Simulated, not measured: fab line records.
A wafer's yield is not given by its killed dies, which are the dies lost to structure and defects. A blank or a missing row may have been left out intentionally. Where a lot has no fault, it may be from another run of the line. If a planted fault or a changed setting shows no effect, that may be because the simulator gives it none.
Chamber matching :: flow n5-finfet :: N5_BEOL_M2_STRIP_19 on rie-diel-05 has 4 sister chambers
The step strips in O2. 8 wafers are shown with their chamber, then 8 later ones without.

WAFERS PAIRED WITH THEIR CHAMBERS
wafer: L078.2
chamber: 3
showerhead-plenum-p-Torr (Torr): 2.11
oes-product-au (a.u.): 0.72

wafer: L085.1
chamber: 0
showerhead-plenum-p-Torr (Torr): 2.00
oes-product-au (a.u.): 0.71

wafer: L085.3
chamber: 2
showerhead-plenum-p-Torr (Torr): 2.14
oes-product-au (a.u.): 0.74

wafer: L085.4
chamber: 1
showerhead-plenum-p-Torr (Torr): 2.15
oes-product-au (a.u.): 0.90

wafer: L086.2
chamber: 3
showerhead-plenum-p-Torr (Torr): 2.10
oes-product-au (a.u.): 0.70

wafer: L086.4
chamber: 2
showerhead-plenum-p-Torr (Torr): 2.14
oes-product-au (a.u.): 0.73

wafer: L086.6
chamber: 1
showerhead-plenum-p-Torr (Torr): 2.15
oes-product-au (a.u.): 0.89

wafer: L089.3
chamber: 0
showerhead-plenum-p-Torr (Torr): 2.00
oes-product-au (a.u.): 0.70

WAFERS WITHOUT THEIR CHAMBER
wafer: L089.4
showerhead-plenum-p-Torr (Torr): 2.15
oes-product-au (a.u.): 0.89

wafer: L089.6
showerhead-plenum-p-Torr (Torr): 2.00
oes-product-au (a.u.): 0.70

wafer: L094.2
showerhead-plenum-p-Torr (Torr): 2.14
oes-product-au (a.u.): 0.72

wafer: L094.3
showerhead-plenum-p-Torr (Torr): 1.99
oes-product-au (a.u.): 0.70

wafer: L094.5
showerhead-plenum-p-Torr (Torr): 2.14
oes-product-au (a.u.): 0.88

wafer: L095.4
showerhead-plenum-p-Torr (Torr): 2.14
oes-product-au (a.u.): 0.72

wafer: L095.5
showerhead-plenum-p-Torr (Torr): 2.14
oes-product-au (a.u.): 0.72

wafer: L095.6
showerhead-plenum-p-Torr (Torr): 2.10
oes-product-au (a.u.): 0.69

WHICH CHAMBER EACH ONE RAN IN
wafer: L089.4
from the rows above: 1
in truth: 1

wafer: L089.6
from the rows above: 0
in truth: 0

wafer: L094.2
from the rows above: 2
in truth: 2

wafer: L094.3
from the rows above: 0
in truth: 0

wafer: L094.5
from the rows above: 1
in truth: 1

wafer: L095.4
from the rows above: 2
in truth: 2

wafer: L095.5
from the rows above: 2
in truth: 2

wafer: L095.6
from the rows above: 3
in truth: 3
Correctly placed: 8 of 8. From these rows, 0 cannot be placed. Wrongly placed: 0.
How it was worked out, from the rows above alone: a wafer's distance from a chamber is the root of the sum, over the readings, of the square of ((its reading less the chamber's mean) divided by the reading's scatter). The wafer belongs to the nearest chamber; if the next one is less than 2 further off, it can't be placed. A chamber's mean is the mean of its shown wafers. How the scatter is found: for the shown wafers, subtract from each reading the mean of its chamber, square and add these, divide the total by (wafers less chambers), then take the root.
